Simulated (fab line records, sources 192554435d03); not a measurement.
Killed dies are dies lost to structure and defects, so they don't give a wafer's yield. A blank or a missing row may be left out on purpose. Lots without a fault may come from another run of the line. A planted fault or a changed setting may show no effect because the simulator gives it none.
A struck lot beside a sound one | flow n5_finfet | 37 steps out of a route of 1938
Sound: wafers L557.2, L557.3, L557.4. Struck: wafers L560.1, L560.5. (L560.4 of the same lot was not struck and is left out.) The cause comes at the end.
At each step with rows: each side's tool, then ch and its chambers, then its first start. Under that, the readings that differ: sound wafers | struck wafers | difference of the means | sigmas: that difference in standard deviations of wafers without a fault.
alike: readings whose means differ by less than 2 such deviations, and words and numbers that are the same on both sides. not compared: withheld readings, readings that some wafer has no value for, bounds like >300 that may hide the same value, and numbers for which the record gives no deviation and whose values overlap.
The two part at a step that has a row with sigmas, a row that says differs or no value, or rows on one side only. Numbers that don't overlap but have no deviation are shown without sigmas and don't part them. A reading that every wafer of one side lacks parts them only if that side has two wafers or more.

first, 8 steps without rows for these wafers: N5_MOL_CONTACT_COAG_SRD_139 (time 30 s); N5_MOL_CONTACT_COAG_PRE_CLEAN_121; N5_MOL_CONTACT_COAG_CVD_140 (deposits W, target thk 66.5 nm, time 215 s); N5_MOL_CONTACT_COAG_PRECLEAN_127 (cleans in DIW, time 57.5 s); N5_MOL_CONTACT_COAG_SRD_128 (dry time 32 s); N5_MOL_CONTACT_COAG_CMP_52 (polishes, stops on SiO2, t overpolish 1.5 s, target thk 66.5 nm); N5_MOL_CONTACT_COAG_ANNEAL_112 (time 1800 s); N5_BEOL_M0_SAQP_PECVD_00 (deposits SiCN from 3MS/NH3, target thk 8 nm, time 14 s).
N5_BEOL_M0_SAQP_ILD_DEP_01: deposits SiOC from DEMS/O2, target thk 45.419 nm, time 8.7 s.
  sound on pecvd-02 ch 0,1,2, day 8 14:28; struck on pecvd-02 ch 1,2, day 9 09:25
  reading                                           | sound        | struck    | difference | sigmas
  model.SiOC_of_BEOL_M0_SAQP_ILD_DEP_01.thk_nm (nm) | 44.8 45 46.2 | 46.6 46.8 | +1.4       |
  alike: heater_power_w, rf_fwd_power_W, showerhead_plenum_p_Torr, throttle_valve_pct
  not compared: since_wet_clean_h
then, 25 steps without rows for these wafers: N5_BEOL_M0_SAQP_HM_DEP_02 (deposits TiN, target thk 12 nm); N5_BEOL_M0_SAQP_PECVD_03 (deposits SiCN from 3MS/NH3, target thk 12 nm, time 21.1 s); N5_BEOL_M0_SAQP_PECVD_96 (deposits a-Si from SiH4/He, target thk 45 nm, time 45.2 s); N5_BEOL_M0_SAQP_PECVD_97 (deposits SiNx from SiH4/NH3/N2, target thk 23 nm, time 19.9 s); N5_BEOL_M0_SAQP_PECVD_04 (deposits a-Si from SiH4/He, target thk 60 nm, time 60.2 s); N5_BEOL_M0_SAQP_HM_DEP_111 (deposits SiO2 from SiH4/N2O, target thk 12 nm, time 7.2 s); N5_BEOL_M0_SAQP_COAT_81 (time 60 s, resist thk 100 nm); N5_BEOL_M0_SAQP_COAT_82 (time 60 s, resist thk 30 nm); N5_BEOL_M0_SAQP_COAT_08 (resist thk 90 nm); N5_BEOL_M0_SAQP_EBR_10; N5_BEOL_M0_SAQP_SOFTBAKE_09 (time 60 s); N5_BEOL_M0_SAQP_EXPOSE_11 (exposes mask M0 CORE, target cd 42 nm); N5_BEOL_M0_SAQP_PEB_12 (peb time 60 s); N5_BEOL_M0_SAQP_DEVELOP_13 (develop time 30 s); N5_BEOL_M0_SAQP_DESCUM_19 (chemistry O2, time 7.9 s); N5_BEOL_M0_SAQP_ETCH_83 (etches SiARC in CF4, target depth 39 nm, time 65 s); N5_BEOL_M0_SAQP_ETCH_84 (etches SOC in N2/H2, target depth 100 nm, overetch 20 nm, time 150 s); N5_BEOL_M0_SAQP_STRIP_80 (strips in N2/H2); N5_BEOL_M0_SAQP_HM_OPEN_112 (chemistry CHF3/O2, target SiO2, stops on a-Si, target depth 12 nm, time 13.5 s); N5_BEOL_M0_SAQP_STRIP_113 (strips in CHF3/O2); N5_BEOL_M0_SAQP_MANDREL_ETCH_20 (etches a-Si in HBr/Cl2, stops on SiNx, target depth 60 nm, bt time 10 s, time 30 s); N5_BEOL_M0_SAQP_STRIP_86 (strips in N2/H2); N5_BEOL_M0_SAQP_STRIP_115 (strips in post etch residue remover, time 60 s); N5_BEOL_M0_SAQP_SRD_93 (time 30 s); N5_BEOL_M0_SAQP_RECESS_114 (chemistry HF/NH3, target SiO2, target depth 14.4 nm, afs cycles 3, sublimation time 60 s).
N5_BEOL_M0_CMP_120: polishes, stops on SiOC, t overpolish 6.9 s.
  sound on cmp-02 ch 0,1,2, day 9 06:52; struck on cmp-03 ch 0,2, day 9 20:53
  reading                                           | sound        | struck    | difference | sigmas
  model.SiOC_of_BEOL_M0_SAQP_ILD_DEP_01.thk_nm (nm) | 38.8 39 40.4 | 40.6 40.8 | +1.3       |
  alike: barrier_field_endpoint_s, head_pressure_psi, motor_current_A, overpolish_run_s, time_to_endpoint_s
-- the record jumps here: 3 days lie between the struck wafers' starts before and after (it left off in module BEOL_M0 and takes up again in module BEOL_M4, whose first step shown is number 1111 of the route) --
N5_BEOL_M4_RC_MEAS_101:
  sound on prober-01 ch 0, day 11 01:55; struck on prober-01 ch 0, day 12 11:23
  reading       | sound          | struck    | difference | sigmas
  DIBL_P (mV/V) | 37.4 36.4 37.3 | 40.8 42.0 | +4.4       | +2
  SS_P (mV/dec) | 73.7 73.2 73.4 | 74.4 75.1 | +1.3       | +2
  alike: DIBL_N, IOFF_N, IOFF_P, ION_N, ION_P, SS_N, VT_N, VT_P
-- the record jumps here: 4 days lie between the struck wafers' starts before and after (it left off in module BEOL_M4 and takes up again in module PASSIVATION, whose first step shown is number 1936 of the route) --
N5_PASSIVATION_PROBE_49:
  the record has rows for the struck wafers here (prober-02, day 16 20:14) and none for the sound ones

WHERE THEY PART
First at N5_BEOL_M4_RC_MEAS_101; last, within this record, at N5_PASSIVATION_PROBE_49.

WHY: what the simulator had put in
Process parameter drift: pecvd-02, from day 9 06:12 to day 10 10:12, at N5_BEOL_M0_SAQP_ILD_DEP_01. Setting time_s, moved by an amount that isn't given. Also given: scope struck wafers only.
